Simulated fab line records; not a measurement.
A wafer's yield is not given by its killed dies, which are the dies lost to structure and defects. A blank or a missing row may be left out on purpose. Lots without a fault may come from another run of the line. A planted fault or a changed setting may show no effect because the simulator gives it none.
fab line records	flow nand-harc
[record] lots = 14	wafers = 42	last-day = 33
route steps=1302 shown A_CONTACT@1090 A_BLC@1126
lots with no fault: from the same line, run without faults
start-h: hours from the record's opening day to when the first of the lot's shown wafers began	wait-h: time in hours since the lot's previous step	" same as the row above	L1.1+2: a single row standing in for several wafers	- no value, or no start given	* or withheld: withheld	< > ~ a bound
route shown NAME@n: names a module that has steps shown in the file, with the first one's number in the route	usual: mean/standard deviation of fault-free wafers	same: alike in all rows	chamber/n: place in a boat	sites: readings site by site	_std_site: the values' standard deviation	_edge_site: outer sites' mean less inner sites'	radius-mm: for every site, how far away it sits from the centre of the wafer	mask NAME#n: copy n	behind: the tool/chamber that last shaped the wafer	hold: why the lot was held/for how many hours/how that ended	device: names the non-switching transistor (n, p or np)	end of line: the tests these same wafers got at the end of their route	a step given without rows: its recipe and nothing more	killed: dies that structure and defects cost at the first sort, which is not the same as the wafer's yield	map: shows each die of a wafer: x if killed, . if not, _ if none is there
set.NAME: the setting that was run; set.NAME@STEP: the one run at that earlier step	model.NAME: the simulator's own value behind a step, which no gauge read
a sample of lots followed through the steps of the route, with each step as a table and each wafer as a row
services: when a tool's chamber went out of use (start-h, in hours from the record's first day, below 0 if earlier), for how many hours, and the reason
[[steps]]
[step NHARC_A_CONTACT_ETCH_138]
[recipe] source-w = withheld	pressure-mtorr = 20	bias-v = 1200	time-s = 311	target-depth-a = 19140	ar-flow-sccm = withheld	c4f8-flow-sccm = withheld	o2-flow-sccm = withheld	chemistry = C4F8/O2/Ar
lot.wafer	tool	chamber	start-h	wait-h	rf-hours-counter-h
L296.1	har-cap-etch-02	0	521.09	0.2	90
L296.3	"	0	"	"	-
L296.5	"	0	"	"	-
L295.2	har-cap-etch-01	1	524.19	0.2	3
L295.1	"	0	"	"	3
L295.4	"	0	"	"	-
L297.1	har-cap-etch-02	0	555.65	0.2	96
L297.4	"	0	"	"	-
L297.3	"	1	"	"	-
L299.3	har-cap-etch-01	1	558.70	0.2	-
L299.4	"	0	"	"	-
L299.6	"	0	"	"	-
L304.1	har-cap-etch-01	1	608.35	0.2	19
L304.4	"	1	"	"	-
L304.3	"	0	"	"	-
L305.4	har-cap-etch-01	0	621.25	0.2	-
L305.6	"	0	"	"	-
L305.5	"	1	"	"	-
L309.3	har-cap-etch-01	1	649.66	0.2	-
L309.6	"	1	"	"	-
L309.5	"	0	"	"	-
L311.1	har-cap-etch-02	0	687.20	0.3	120
L311.3	"	0	"	"	-
L311.5	"	0	"	"	-
L312.2	har-cap-etch-03	0	690.46	0.2	75
L312.4	"	0	"	"	-
L312.6	"	1	"	"	-
L313.3	har-cap-etch-03	0	705.18	0.2	-
L313.6	"	0	"	"	-
L313.5	"	1	"	"	-
L317.2	har-cap-etch-01	1	732.20	0.2	40
L317.4	"	0	"	"	-
L317.3	"	1	"	"	-
L314.1	har-cap-etch-01	0	736.33	0.2	41
L314.4	"	0	"	"	-
L314.3	"	1	"	"	-
L315.1	har-cap-etch-03	1	737.69	0.2	84
L315.3	"	1	"	"	-
L315.5	"	0	"	"	-
L316.2	har-cap-etch-02	0	743.33	0.2	131
L316.1	"	1	"	"	131
L316.5	"	1	"	"	-
[step NHARC_A_CONTACT_ETCH_92]
[recipe] target-depth-a = 400	over-etch-frac = 0.5	time-s = 85.7	ion-energy-ev = 120	ch3f-flow-sccm = 50	o2-flow-sccm = 30	ar-flow-sccm = 200	rf-w = 500	bias-w = 100	chemistry = CH3F/O2
[usual] drypump-motor-current-A = 5.8/0.5	mfc-ar-sccm = 200.0/0.66	oes-product-au = 0.933/0.02	rf-vpp-V = 244.3/1.6	showerhead-plenum-p-Torr = 2.45/0.097	throttle-valve-pct = 20.663/0.0088
lot.wafer	tool	chamber	start-h	wait-h	drypump-motor-current-A	mfc-ar-sccm	oes-product-au	rf-hours-counter-h	rf-vpp-V	showerhead-plenum-p-Torr	throttle-valve-pct
L296.3	rie-diel-08	1	521.87	0.4	6.1	201.4	0.935	27	242.5	2.36	20.670
L296.1	"	3	"	"	5.2	199.8	0.934	26	247.2	2.57	20.679
L296.5	"	1	"	"	6.2	200.4	0.925	-	242.9	2.36	20.672
L295.1	rie-diel-08	3	525.02	0.5	5.3	199.0	0.935	26	245.9	2.57	20.660
L295.4	"	0	"	"	5.7	200.7	0.928	28	241.5	2.36	20.696
L295.2	"	1	"	"	6.1	200.7	0.924	27	242.8	2.36	20.665
L297.4	rie-diel-13	2	556.48	0.4	6.3	199.5	0.937	8	245.7	2.48	20.657
L297.3	"	3	"	"	5.3	200.5	0.933	9	246.2	2.52	20.658
L297.1	"	0	"	"	5.6	200.7	0.914	8	242.8	2.43	20.661
L299.4	rie-diel-13	2	559.45	0.4	6.3	200.2	0.933	9	245.5	2.48	20.669
L299.3	"	3	"	"	5.3	199.5	0.930	9	245.8	2.52	20.661
L299.6	"	2	"	"	6.3	199.6	0.931	-	245.0	2.48	20.662
L304.4	rie-diel-08	0	609.21	0.4	5.8	200.4	0.937	10	243.6	2.36	20.671
L304.3	"	1	"	"	6.2	200.5	0.938	10	243.7	2.35	20.664
L304.1	"	2	"	"	6.2	199.9	0.920	9	246.6	2.55	20.669
L305.4	rie-diel-08	0	622.00	0.4	5.7	201.4	0.949	12	244.0	2.36	20.663
L305.5	"	3	"	"	5.3	199.6	0.956	-	247.0	2.57	20.674
L305.6	"	0	"	"	5.7	200.7	0.951	-	243.4	2.36	20.665
L309.3	rie-diel-08	1	650.41	0.4	6.2	200.2	0.919	14	241.4	2.35	20.645
L309.5	"	0	"	"	5.7	200.5	0.923	-	243.0	2.35	20.659
L309.6	"	1	"	"	6.2	200.4	0.914	-	242.7	2.35	20.658
L311.1	rie-diel-09	2	687.99	0.5	6.5	200.6	0.952	1	243.2	2.35	20.661
L311.3	"	1	"	"	6.5	198.8	0.961	1	245.9	2.57	20.659
L311.5	"	3	"	"	5.0	199.9	0.928	-	243.5	2.34	20.664
L312.2	rie-diel-08	1	691.30	0.5	6.2	199.8	1.003	19	243.0	2.35	20.669
L312.4	"	2	"	"	6.2	199.5	0.988	20	244.5	2.55	20.670
L312.6	"	1	"	"	6.2	198.8	1.007	-	243.5	2.35	20.664
L313.3	rie-diel-08	1	705.92	0.4	6.1	198.6	0.925	21	242.4	2.35	20.682
L313.5	"	2	"	"	6.2	199.8	0.932	-	245.5	2.55	20.666
L313.6	"	0	"	"	5.7	200.0	0.925	-	241.9	2.35	20.665
L317.3	rie-diel-09	1	733.01	0.4	6.4	201.7	0.934	16	246.2	2.56	20.658
L317.4	"	2	"	"	6.5	199.6	0.920	18	242.6	2.34	20.681
L317.2	"	3	"	"	5.0	199.4	0.927	16	243.6	2.34	20.671
L314.4	rie-diel-08	3	737.24	0.5	5.2	199.5	0.922	2	245.4	2.56	20.666
L314.3	"	0	"	"	5.7	198.6	0.919	3	242.9	2.35	20.669
L314.1	"	1	"	"	6.2	199.1	0.918	2	243.6	2.35	20.660
L315.3	rie-diel-09	1	738.49	0.4	6.5	199.9	0.937	19	244.7	2.56	20.654
L315.1	"	2	"	"	6.5	199.9	0.926	23	242.8	2.34	20.679
L315.5	"	1	"	"	6.5	199.8	0.936	-	246.4	2.56	20.679
L316.1	rie-diel-08	3	744.18	0.5	5.2	200.8	0.921	3	245.5	2.56	20.670
L316.2	"	1	"	"	6.2	200.3	0.910	3	242.1	2.35	20.658
L316.5	"	2	"	"	6.2	199.8	0.908	-	245.4	2.55	20.668
[step NHARC_A_BLC_STRIP_21]
[recipe] o2-flow-sccm = 500	ar-flow-sccm = 0	bias-w = 0	chemistry = O2
[usual] drypump-motor-current-A = 5.9/0.43	mfc-ar-sccm = 0.018/0.017	oes-product-au = 0.999/0.013	rf-vpp-V = 57.7/0.86	showerhead-plenum-p-Torr = 3.50/0.13	throttle-valve-pct = 17.036/0.0088
lot.wafer	tool	chamber	start-h	wait-h	drypump-motor-current-A	mfc-ar-sccm	oes-product-au	rf-hours-counter-h	rf-vpp-V	showerhead-plenum-p-Torr	throttle-valve-pct
L296.3	rie-diel-12	1	526.37	0.1	5.2	0.033	1.012	4	58.6	3.34	17.041
L296.1	"	2	"	"	5.7	0.021	1.010	5	58.0	3.47	17.045
L296.5	"	1	"	"	5.2	0.033	1.016	-	56.2	3.34	17.040
L295.4	rie-diel-12	3	529.46	0.1	6.6	0.045	1.008	5	56.3	3.51	17.022
L295.1	"	0	"	"	5.7	0	0.998	5	56.5	3.43	17.050
L295.2	"	1	"	"	5.2	0.033	1.013	4	57.5	3.34	17.026
L297.4	rie-diel-12	0	560.98	0.1	5.7	0	0.994	6	57.1	3.43	17.040
L297.3	"	1	"	"	5.2	0.033	1.002	6	58.2	3.33	17.037
L297.1	"	2	"	"	5.7	0.021	0.995	6	58.4	3.47	17.025
L299.3	rie-diel-12	3	563.81	0.1	6.6	0.045	0.988	7	57.5	3.50	17.039
L299.4	"	1	"	"	5.2	0.033	1.013	6	57.6	3.33	17.036
L299.6	"	3	"	"	6.6	0.045	1.002	-	57.4	3.51	17.038
L304.4	rie-diel-01	0	613.68	0.1	5.9	0	0.989	5	55.6	3.36	17.043
L304.3	"	2	"	"	6.3	0.013	1.008	6	58.2	3.65	17.045
L304.1	"	3	"	"	6.1	0.025	0.985	5	59.3	3.58	17.036
L305.4	rie-diel-01	3	626.52	0.1	6.1	0.025	0.995	6	56.9	3.58	17.042
L305.6	"	0	"	"	5.9	0	0.992	-	58.4	3.36	17.020
L305.5	"	1	"	"	5.6	0	1.015	-	59.4	3.74	17.042
L309.3	rie-diel-12	3	654.93	0.1	6.6	0.045	0.994	2	57.8	3.50	17.039
L309.6	"	2	"	"	5.7	0.021	0.995	-	58.9	3.47	17.034
L309.5	"	3	"	"	6.6	0.045	1.010	-	57.4	3.50	17.039
L311.3	rie-diel-12	3	693.05	0.2	6.6	0.045	1.004	5	57.9	3.50	17.048
L311.1	"	0	"	"	5.7	0	0.976	4	57.3	3.43	17.048
L311.5	"	2	"	"	5.7	0.021	0.995	-	58.0	3.47	17.012
L312.4	rie-diel-12	0	695.81	0.1	5.7	0	0.973	4	57.3	3.43	17.044
L312.2	"	2	"	"	5.7	0.021	0.995	5	57.1	3.47	17.025
L312.6	"	3	"	"	6.6	0.045	1.006	-	58.1	3.50	17.053
L313.3	rie-diel-11	3	710.38	0.1	4.8	0	1.004	30	59.5	3.79	17.018
L313.5	"	0	"	"	5.1	0.045	0.997	-	57.1	3.43	17.015
L313.6	"	1	"	"	6.3	0.002	0.965	-	57.1	3.38	17.038
L317.3	rie-diel-12	0	737.51	0.1	5.7	0	0.969	7	57.4	3.43	17.056
L317.2	"	1	"	"	5.2	0.033	1.008	6	57.8	3.33	17.034
L317.4	"	3	"	"	6.6	0.045	1.000	7	57.6	3.50	17.034
L314.4	rie-diel-12	1	742.09	0.1	5.2	0.033	1.010	7	55.6	3.33	17.040
L314.1	"	2	"	"	5.7	0.021	0.978	9	58.4	3.46	17.029
L314.3	"	0	"	"	5.7	0	0.979	7	56.9	3.43	17.036
L315.1	rie-diel-12	2	743.00	0.1	5.7	0.021	0.989	9	57.6	3.46	17.022
L315.3	"	1	"	"	5.2	0.033	1.013	7	56.2	3.33	17.054
L315.5	"	3	"	"	6.6	0.045	0.999	-	56.2	3.50	17.027
L316.1	rie-diel-12	3	748.70	0.1	6.6	0.045	1.002	9	58.1	3.50	17.051
L316.2	"	0	"	"	5.7	0	0.978	8	56.7	3.43	17.040
L316.5	"	2	"	"	5.7	0.021	0.993	-	57.5	3.46	17.041
[step NHARC_A_BLC_ALD_23]
[recipe] target-thk-a = 30	pulse-time-s = 1	ald-cycles = 150	temp-c = 450	material = TiN
[usual] ald-cycles = 150/0	heater-power-w = 1094/130	precursor-pulse-height-rel = 1.002/0.019
lot.wafer	tool	chamber	start-h	wait-h	ald-cycles	heater-power-w	precursor-pulse-height-rel
L296.1	ald-metal-03	2	527.06	-	150	1223	0.997
L296.3	"	3	"	"	150	1026	1.021
L296.5	"	1	"	"	150	957	1.016
L295.2	ald-metal-04	0	530.16	-	150	1028	1.001
L295.1	"	1	"	"	150	1223	0.959
L295.4	"	3	"	"	150	1249	1.008
L297.4	ald-metal-03	0	561.67	-	150	1034	1.009
L297.1	"	1	"	"	150	961	0.977
L297.3	"	2	"	"	150	1187	1.004
L299.3	ald-metal-04	1	564.53	-	150	1281	1.011
L299.4	"	3	"	"	150	1234	0.991
L299.6	"	1	"	"	150	1271	1.013
L304.1	ald-metal-03	3	614.37	-	150	1004	0.993
L304.4	"	0	"	"	69	1020	1.039
L304.3	"	1	"	"	150	961	0.986
L305.5	ald-metal-03	3	627.27	-	150	1000	0.998
L305.6	"	0	"	"	69	1008	1.019
L305.4	"	1	"	"	150	976	0.995
L309.3	ald-metal-02	1	655.59	-	150	1116	1.003
L309.6	"	0	"	"	150	1058	0.995
L309.5	"	1	"	"	150	1106	1.011
L311.3	ald-metal-02	1	693.74	-	150	1076	1.034
L311.1	"	2	"	"	150	1346	0.999
L311.5	"	1	"	"	150	1099	0.998
L312.2	ald-metal-04	3	696.49	-	150	1230	0.986
L312.4	"	2	"	"	150	891	1.001
L312.6	"	0	"	"	150	994	0.981
L313.3	ald-metal-02	3	711.06	-	150	1016	0.988
L313.5	"	1	"	"	150	1104	0.992
L313.6	"	2	"	"	150	1381	1.024
L317.4	ald-metal-04	3	738.19	-	150	1244	1.017
L317.3	"	0	"	"	150	987	1.034
L317.2	"	1	"	"	150	1245	1.000
L314.4	ald-metal-02	2	742.79	-	150	1371	1.004
L314.1	"	3	"	"	150	999	1.014
L314.3	"	0	"	"	150	1076	1.016
L315.1	ald-metal-04	2	743.70	-	150	882	1.002
L315.3	"	3	"	"	150	1231	0.987
L315.5	"	2	"	"	150	914	0.971
L316.1	ald-metal-02	2	749.38	-	150	1388	0.998
L316.2	"	3	"	"	150	1002	0.978
L316.5	"	2	"	"	150	1401	1.019
[[services]]
tool	chamber	start-h	hours	kind
rie-diel-12	2	506.11	3.9	repair
rie-diel-12	-	514.39	0.3	repair
rie-diel-12	2	535.11	9.0	repair
rie-diel-08	-	544.80	9.0	pm
ald-metal-04	-	549.62	0.2	repair
ald-metal-03	-	550.43	0.4	repair
ald-metal-03	-	568.00	10.0	pm
rie-diel-12	0	569.32	1.6	repair
ald-metal-02	3	588.94	7.9	repair
rie-diel-08	2	599.04	6.1	repair
rie-diel-12	0	599.53	10.3	repair
ald-metal-02	-	610.00	10.0	pm
rie-diel-12	-	622.43	9.0	pm
ald-metal-03	2	624.07	6.4	repair
rie-diel-08	1	631.41	7.6	repair
har-cap-etch-02	-	634.77	0.6	repair
ald-metal-04	-	652.00	10.0	pm
rie-diel-12	1	684.35	11.4	repair
ald-metal-04	1	688.73	25.4	repair
ald-metal-03	-	699.29	1.0	repair
rie-diel-08	3	700.23	8.9	repair
ald-metal-03	2	710.16	10.7	repair
ald-metal-04	0	718.07	10.5	repair
har-cap-etch-01	-	721.64	1.0	repair
[[key]]
[first-sign] step = NHARC_A_BLC_ALD_23	reading = ald-cycles	direction = down	sigmas = 99+	usual = 150	struck = 69
effect none on later readings
met-at NHARC_A_BLC_ALD_23
struck-lots L304,L305
struck-wafers L304.4,L305.6
later-rows-left-out L304.4,L305.6
sort-left-out L304.4,L305.6
tester-left-out L304,L305
not-acting-at NHARC_A_CONTACT_ETCH_138,NHARC_A_CONTACT_ETCH_92,NHARC_A_BLC_STRIP_21
onset-between 561.67 614.37
[fault] kind = process-parameter-drift	tool = ald-metal-03	chamber = 0	onset-h = 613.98	steps = NHARC_A_BLC_ALD_23	channel = ald-cycles	offset = -81	shape = step	end-h = 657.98	acts-in = these-recipes-only	stated = 150
// tester-left-out: of these lots the tester's yield and bins aren't shown, on N5 and GAA mostly nor the transistor test; their killed dies are dies lost to structure and defects alone, not to doping, threshold or leakage, so they don't give the yield
// sort-left-out: the simulated sort isn't trusted on such a fault, so these wafers' sort isn't shown, and their yield isn't known
// later-rows-left-out: the simulator's readings of these wafers behind a module that went badly wrong aren't trusted and aren't shown, but for the sort
